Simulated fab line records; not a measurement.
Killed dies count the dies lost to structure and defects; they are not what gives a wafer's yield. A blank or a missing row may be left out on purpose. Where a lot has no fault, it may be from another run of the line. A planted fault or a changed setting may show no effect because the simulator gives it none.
Chamber matching :: flow nandHarc :: rieDiel-06 running NHARC_A_STAIRCASE_DESCUM_252: 4 sister chambers
The step chemistry O2, time 3 s. 8 wafers are shown with their chamber, then 10 later ones without.

== EACH WAFER AND ITS CHAMBER ==
wafer: L076.4
chamber: 0
drypumpMotorCurrentA (A): 5.4
showerheadPlenumPTorr (Torr): 2.05

wafer: L077.4
chamber: 3
drypumpMotorCurrentA (A): 5.4
showerheadPlenumPTorr (Torr): 2.06

wafer: L082.3
chamber: 0
drypumpMotorCurrentA (A): 5.4
showerheadPlenumPTorr (Torr): 2.04

wafer: L086.1
chamber: 3
drypumpMotorCurrentA (A): 5.4
showerheadPlenumPTorr (Torr): 2.05

wafer: L090.4
chamber: 1
drypumpMotorCurrentA (A): 4.9
showerheadPlenumPTorr (Torr): 1.85

wafer: L090.5
chamber: 2
drypumpMotorCurrentA (A): 5.7
showerheadPlenumPTorr (Torr): 2.05

wafer: L092.1
chamber: 2
drypumpMotorCurrentA (A): 5.7
showerheadPlenumPTorr (Torr): 2.05

wafer: L092.2
chamber: 1
drypumpMotorCurrentA (A): 4.8
showerheadPlenumPTorr (Torr): 1.85

== WAFERS MISSING THEIR CHAMBER ==
wafer: L092.6
drypumpMotorCurrentA (A): 5.7
showerheadPlenumPTorr (Torr): 2.05

wafer: L091.1
drypumpMotorCurrentA (A): 5.4
showerheadPlenumPTorr (Torr): 2.05

wafer: L091.2
drypumpMotorCurrentA (A): 4.9
showerheadPlenumPTorr (Torr): 1.85

wafer: L091.6
drypumpMotorCurrentA (A): 5.5
showerheadPlenumPTorr (Torr): 2.03

wafer: L096.1
drypumpMotorCurrentA (A): 5.7
showerheadPlenumPTorr (Torr): 2.04

wafer: L096.2
drypumpMotorCurrentA (A): 5.4
showerheadPlenumPTorr (Torr): 2.04

wafer: L096.4
drypumpMotorCurrentA (A): 5.4
showerheadPlenumPTorr (Torr): 2.02

wafer: L097.1
drypumpMotorCurrentA (A): 4.8
showerheadPlenumPTorr (Torr): 1.84

wafer: L097.4
drypumpMotorCurrentA (A): 5.4
showerheadPlenumPTorr (Torr): 2.02

wafer: L097.6
drypumpMotorCurrentA (A): 5.7
showerheadPlenumPTorr (Torr): 2.04

== WHICH CHAMBER EACH WENT THROUGH ==
wafer: L092.6
from the rows above: 2
in truth: 2

wafer: L091.1
from the rows above: can't be placed: 0 or 3
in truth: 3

wafer: L091.2
from the rows above: 1
in truth: 1

wafer: L091.6
from the rows above: can't be placed: 0 or 3
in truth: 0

wafer: L096.1
from the rows above: 2
in truth: 2

wafer: L096.2
from the rows above: can't be placed: 0 or 3
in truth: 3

wafer: L096.4
from the rows above: can't be placed: 0 or 3
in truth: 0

wafer: L097.1
from the rows above: 1
in truth: 1

wafer: L097.4
from the rows above: can't be placed: 0 or 3
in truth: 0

wafer: L097.6
from the rows above: 2
in truth: 2
Correct placement for 5 of the 10. Can't be placed from these rows: 5 (the true chamber is among the candidates in 5). Wrongly placed: 0.
How it was worked out, from the rows above alone: a wafer's distance from a chamber is the root of the sum, over the readings, of the square of ((its reading less the chamber's mean) divided by the reading's scatter). The wafer belongs to the nearest chamber; if the next one is less than 2 further off, it can't be placed. The mean given for a chamber averages the wafers shown for that chamber. How the scatter is found: for the shown wafers, subtract from each reading the mean of its chamber, square and add these, divide the total by (wafers less chambers), then take the root.
